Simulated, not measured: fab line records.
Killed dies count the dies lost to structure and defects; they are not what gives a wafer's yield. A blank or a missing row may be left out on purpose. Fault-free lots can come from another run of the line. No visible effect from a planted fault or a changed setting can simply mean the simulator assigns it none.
What tool caused it? | flow n5 finfet | Sampling: 24 lots, 72 wafers, 4 of 1938 route steps

WHAT THE GAUGES SHOWED, per wafer
N5_GATE_CUT_THK_MEAS_24.
lot  | measured     | on            | GC_FILL_THK (nm)
L074 | day 4 16:33  | film metro-02 | 217.3 218.0 221.3
L075 | day 5 01:51  | film metro-02 | 221.7 223.0 221.3
L076 | day 5 06:41  | film metro-02 | 216.8 218.2 221.5
L077 | day 5 07:58  | film metro-02 | 217.7 219.1 220.7
L078 | day 5 17:43  | film metro-02 | 220.4 218.2 222.4
L079 | day 5 20:14  | film metro-01 | 219.0 219.1 219.4
L080 | day 6 02:35  | film metro-01 | 221.1 216.5 219.4
L081 | day 6 06:29  | film metro-01 | 217.7 221.9 221.9
L082 | day 6 17:08  | film metro-02 | 220.0 217.2 221.7
L083 | day 6 21:43  | film metro-02 | 216.0 218.5 218.9
L084 | day 7 05:17  | film metro-01 | 215.2 218.6 217.3
L085 | day 7 12:07  | film metro-01 | 221.0 223.8 221.1
L086 | day 7 15:58  | film metro-01 | 217.7 220.4 220.7
L087 | day 7 18:04  | film metro-01 | 219.2 222.2 223.7
L088 | day 8 08:11  | film metro-01 | 218.7 220.0 220.8
L089 | day 8 10:50  | film metro-02 | 217.1 220.1 219.3
L090 | day 8 17:27  | film metro-01 | 218.1 218.5 222.1
L091 | day 8 23:20  | film metro-01 | 217.4 219.8 221.3
L092 | day 9 06:05  | film metro-01 | 219.4 222.7 221.2
L093 | day 9 09:01  | film metro-01 | 219.3 218.5 219.9
L094 | day 9 19:16  | film metro-01 | 217.7 221.3 220.4
L095 | day 9 21:15  | film metro-01 | 218.4 220.3 220.5
L096 | day 10 03:07 | film metro-02 | 218.1 217.5 220.3
L097 | day 10 07:57 | film metro-02 | 218.1 220.2 219.5

WHICH TOOL RAN EACH LOT (tool, then ch and the chambers of the sampled wafers, then the start)
lot  | N5_GATE_CUT_STRIP_41               | N5_GATE_CUT_CUT_ETCH_54           | N5_GATE_CUT_VAPOR_ETCH_49
L074 | rie diel-01 ch 0,2, day 4 11:57    | rie metal-01 ch 0,1, day 4 12:11  | rie metal-01 ch 0,1, day 4 12:20
L075 | rie diel-02 ch 0,1, day 4 22:48    | rie metal-03 ch 0,1, day 4 23:02  | rie metal-03 ch 0,1, day 4 23:11
L076 | rie diel-05 ch 1,2, day 5 03:58    | rie metal-02 ch 0,1, day 5 04:11  | rie metal-02 ch 0,1, day 5 04:20
L077 | rie diel-05 ch 1,2, day 5 05:34    | rie metal-02 ch 0,1, day 5 05:47  | rie metal-02 ch 0,1, day 5 05:56
L078 | rie diel-05 ch 0,3, day 5 15:19    | rie metal-01 ch 0,1, day 5 15:33  | rie metal-01 ch 0,1, day 5 15:42
L079 | rie diel-05 ch 0,2,3, day 5 17:50  | rie metal-01 ch 0,1, day 5 18:04  | rie metal-01 ch 0,1, day 5 18:13
L080 | rie diel-02 ch 1,2,3, day 6 00:12  | rie metal-02 ch 0,1, day 6 00:25  | rie metal-02 ch 0,1, day 6 00:34
L081 | rie diel-05 ch 1,3, day 6 03:47    | rie metal-01 ch 0,1, day 6 04:01  | rie metal-01 ch 0,1, day 6 04:10
L082 | rie diel-05 ch 0,1,2, day 6 14:44  | rie metal-03 ch 1, day 6 14:58    | rie metal-03 ch 1, day 6 15:07
L083 | rie diel-02 ch 0,2,3, day 6 19:19  | rie metal-02 ch 0,1, day 6 19:32  | rie metal-02 ch 0,1, day 6 19:41
L084 | rie diel-02 ch 0,3, day 7 02:53    | rie metal-01 ch 0,1, day 7 03:08  | rie metal-01 ch 0,1, day 7 03:16
L085 | rie diel-01 ch 0,2,3, day 7 09:43  | rie metal-02 ch 0,1, day 7 09:58  | rie metal-02 ch 0,1, day 7 10:06
L086 | rie diel-01 ch 2,3, day 7 13:34    | rie metal-02 ch 0,1, day 7 13:47  | rie metal-02 ch 0,1, day 7 13:56
L087 | rie diel-05 ch 0,2,3, day 7 15:41  | rie metal-03 ch 1, day 7 15:54    | rie metal-03 ch 1, day 7 16:03
L088 | rie diel-05 ch 0,1,3, day 8 05:17  | rie metal-02 ch 0,1, day 8 05:32  | rie metal-02 ch 0,1, day 8 05:41
L089 | rie diel-02 ch 0,1,3, day 8 08:26  | rie metal-03 ch 0,1, day 8 08:40  | rie metal-03 ch 0,1, day 8 08:49
L090 | rie diel-05 ch 1,3, day 8 15:02    | rie metal-02 ch 0,1, day 8 15:16  | rie metal-02 ch 0,1, day 8 15:25
L091 | rie diel-02 ch 1,2,3, day 8 20:35  | rie metal-02 ch 0,1, day 8 20:49  | rie metal-02 ch 0,1, day 8 20:58
L092 | rie diel-01 ch 2,3, day 9 02:43    | rie metal-03 ch 1, day 9 02:56    | rie metal-03 ch 1, day 9 03:05
L093 | rie diel-01 ch 2,3, day 9 06:37    | rie metal-02 ch 0,1, day 9 06:51  | rie metal-02 ch 0,1, day 9 07:00
L094 | rie diel-01 ch 0,2, day 9 16:29    | rie metal-02 ch 0,1, day 9 16:47  | rie metal-02 ch 0,1, day 9 16:56
L095 | rie diel-05 ch 1,2,3, day 9 18:51  | rie metal-03 ch 0,1, day 9 19:05  | rie metal-03 ch 0,1, day 9 19:14
L096 | rie diel-05 ch 0,1,3, day 10 00:07 | rie metal-02 ch 0,1, day 10 00:23 | rie metal-02 ch 0,1, day 10 00:35
L097 | rie diel-05 ch 0,1,3, day 10 05:34 | rie metal-02 ch 0,1, day 10 05:47 | rie metal-02 ch 0,1, day 10 05:56
- N5_GATE_CUT_STRIP_41: strips in CF4.
- N5_GATE_CUT_CUT_ETCH_54: etches TiN in Cl2/BCl3, target depth 96.7 nm.
- N5_GATE_CUT_VAPOR_ETCH_49: etches TiAlC in BCl3/Cl2.

AS READ BY THE TOOLS THEMSELVES (means over the sampled wafers that have a number; for cases with no such wafer, the mark the record gives instead)
N5_GATE_CUT_STRIP_41.
lot  | tool        | drypump motor current A (A) | oes product au (a.u.) | rf vpp V (V) | showerhead plenum p Torr (Torr) | throttle valve pct (%)
L074 | rie diel-01 | 6.2                         | 0.196                 | 271.4        | 1.79                            | 13.73
L075 | rie diel-02 | 5.6                         | 0.166                 | 271.5        | 1.85                            | 13.83
L076 | rie diel-05 | 5.3                         | 0.177                 | 271.0        | 1.75                            | 13.51
L077 | rie diel-05 | 5.7                         | 0.181                 | 271.7        | 1.78                            | 13.56
L078 | rie diel-05 | 6.0                         | 0.163                 | 271.9        | 1.86                            | 13.84
L079 | rie diel-05 | 5.7                         | 0.166                 | 271.6        | 1.81                            | 13.72
L080 | rie diel-02 | 6.0                         | 0.179                 | 271.8        | 1.84                            | 13.56
L081 | rie diel-05 | 5.9                         | 0.168                 | 271.6        | 1.84                            | 13.79
L082 | rie diel-05 | 5.7                         | 0.175                 | 271.6        | 1.80                            | 13.65
L083 | rie diel-02 | 6.0                         | 0.185                 | 272.2        | 1.85                            | 13.64
L084 | rie diel-02 | 5.8                         | 0.194                 | 273.2        | 1.88                            | 13.76
L085 | rie diel-01 | 6.0                         | 0.191                 | 271.5        | 1.79                            | 13.73
L086 | rie diel-01 | 5.8                         | 0.189                 | 270.9        | 1.79                            | 13.69
L087 | rie diel-05 | 5.6                         | 0.164                 | 271.3        | 1.81                            | 13.75
L088 | rie diel-05 | 6.0                         | 0.165                 | 271.1        | 1.84                            | 13.80
L089 | rie diel-02 | 5.8                         | 0.197                 | 271.8        | 1.87                            | 13.53
L090 | rie diel-05 | 5.8                         | 0.161                 | 271.6        | 1.83                            | 13.83
L091 | rie diel-02 | 6.0                         | 0.198                 | 272.1        | 1.84                            | 13.43
L092 | rie diel-01 | 5.8                         | 0.217                 | 272.9        | 1.87                            | 13.43
L093 | rie diel-01 | 5.9                         | 0.216                 | 273.2        | 1.87                            | 13.44
L094 | rie diel-01 | 6.0                         | 0.216                 | 272.1        | 1.87                            | 13.49
L095 | rie diel-05 | 5.6                         | 0.167                 | 271.3        | 1.79                            | 13.72
L096 | rie diel-05 | 5.9                         | 0.162                 | 271.6        | 1.83                            | 13.84
L097 | rie diel-05 | 6.0                         | 0.164                 | 271.7        | 1.83                            | 13.84

N5_GATE_CUT_CUT_ETCH_54.
lot  | tool         | drypump motor current A (A) | etch rf on time s (s) | oes product au (a.u.) | throttle valve pct (%)
L074 | rie metal-01 | 5.6                         | 36.3                  | 0.62                  | 22.40
L075 | rie metal-03 | 5.2                         | 36.2                  | 0.67                  | 22.18
L076 | rie metal-02 | 5.8                         | 37.7                  | 0.73                  | 22.09
L077 | rie metal-02 | 5.7                         | 37.8                  | 0.73                  | 22.09
L078 | rie metal-01 | 6.2                         | 36.2                  | 0.67                  | 22.48
L079 | rie metal-01 | 5.6                         | 36.5                  | 0.62                  | 22.41
L080 | rie metal-02 | 5.8                         | 38.3                  | 0.72                  | 22.08
L081 | rie metal-01 | 5.6                         | 36.5                  | 0.61                  | 22.42
L082 | rie metal-03 | 5.1                         | 35.2                  | 0.72                  | 22.04
L083 | rie metal-02 | 5.8                         | 37.6                  | 0.72                  | 22.09
L084 | rie metal-01 | 5.6                         | 36.3                  | 0.62                  | 22.41
L085 | rie metal-02 | 5.8                         | 37.7                  | 0.66                  | 22.24
L086 | rie metal-02 | 5.8                         | 38.1                  | 0.65                  | 22.25
L087 | rie metal-03 | 5.1                         | 35.9                  | 0.72                  | 22.06
L088 | rie metal-02 | 5.8                         | 38.2                  | 0.65                  | 22.26
L089 | rie metal-03 | 5.2                         | 37.1                  | 0.61                  | 22.32
L090 | rie metal-02 | 5.7                         | 38.0                  | 0.71                  | 22.10
L091 | rie metal-02 | 5.8                         | 37.9                  | 0.65                  | 22.26
L092 | rie metal-03 | 5.1                         | 35.2                  | 0.71                  | 22.05
L093 | rie metal-02 | 5.7                         | 37.9                  | 0.70                  | 22.11
L094 | rie metal-02 | 5.7                         | 37.9                  | 0.70                  | 22.11
L095 | rie metal-03 | 5.2                         | 36.3                  | 0.65                  | 22.20
L096 | rie metal-02 | 5.8                         | 37.9                  | 0.64                  | 22.27
L097 | rie metal-02 | 5.8                         | 38.3                  | 0.64                  | 22.27

N5_GATE_CUT_VAPOR_ETCH_49.
lot  | tool         | drypump motor current A (A) | oes product au (a.u.)
L074 | rie metal-01 | 5.6                         | 0.69
L075 | rie metal-03 | 5.2                         | 0.76
L076 | rie metal-02 | 5.8                         | 0.82
L077 | rie metal-02 | 5.8                         | 0.82
L078 | rie metal-01 | 6.2                         | 0.73
L079 | rie metal-01 | 5.6                         | 0.67
L080 | rie metal-02 | 5.8                         | 0.81
L081 | rie metal-01 | 5.6                         | 0.68
L082 | rie metal-03 | 5.1                         | 0.79
L083 | rie metal-02 | 5.8                         | 0.82
L084 | rie metal-01 | 5.6                         | 0.68
L085 | rie metal-02 | 5.9                         | 0.73
L086 | rie metal-02 | 5.8                         | 0.73
L087 | rie metal-03 | 5.1                         | 0.80
L088 | rie metal-02 | 5.8                         | 0.74
L089 | rie metal-03 | 5.2                         | 0.69
L090 | rie metal-02 | 5.8                         | 0.80
L091 | rie metal-02 | 5.8                         | 0.74
L092 | rie metal-03 | 5.1                         | 0.79
L093 | rie metal-02 | 5.8                         | 0.79
L094 | rie metal-02 | 5.8                         | 0.79
L095 | rie metal-03 | 5.2                         | 0.72
L096 | rie metal-02 | 5.8                         | 0.72
L097 | rie metal-02 | 5.8                         | 0.71

THE ANSWER, worked out from the rows above alone
Rule: the lots themselves supply what counts as usual. The widest of any qualifying gaps counts: lots, ordered by their means at a reading, are off when they make up no more than a third of the lots, leave a main group of 4 or more, and stand apart from it by 3 or more times the standard deviation of that group's means. The tables above print the reading to a certain number of digits; a main group whose means all agree to those digits is not used. Also off: a lot with no number at a reading for which 4 or more lots have one. Any other lot the step has rows for is counted as sound. First the gauges in route order, then the tools' own readings, where a lot's mean is used as printed above. At the first step where some lot is off, the reading lying furthest off is the one used; lots without a number count as furthest.
No lot is off on any of the readings shown, so nothing can be concluded from this.

WHAT THE SIMULATOR HAD PUT IN
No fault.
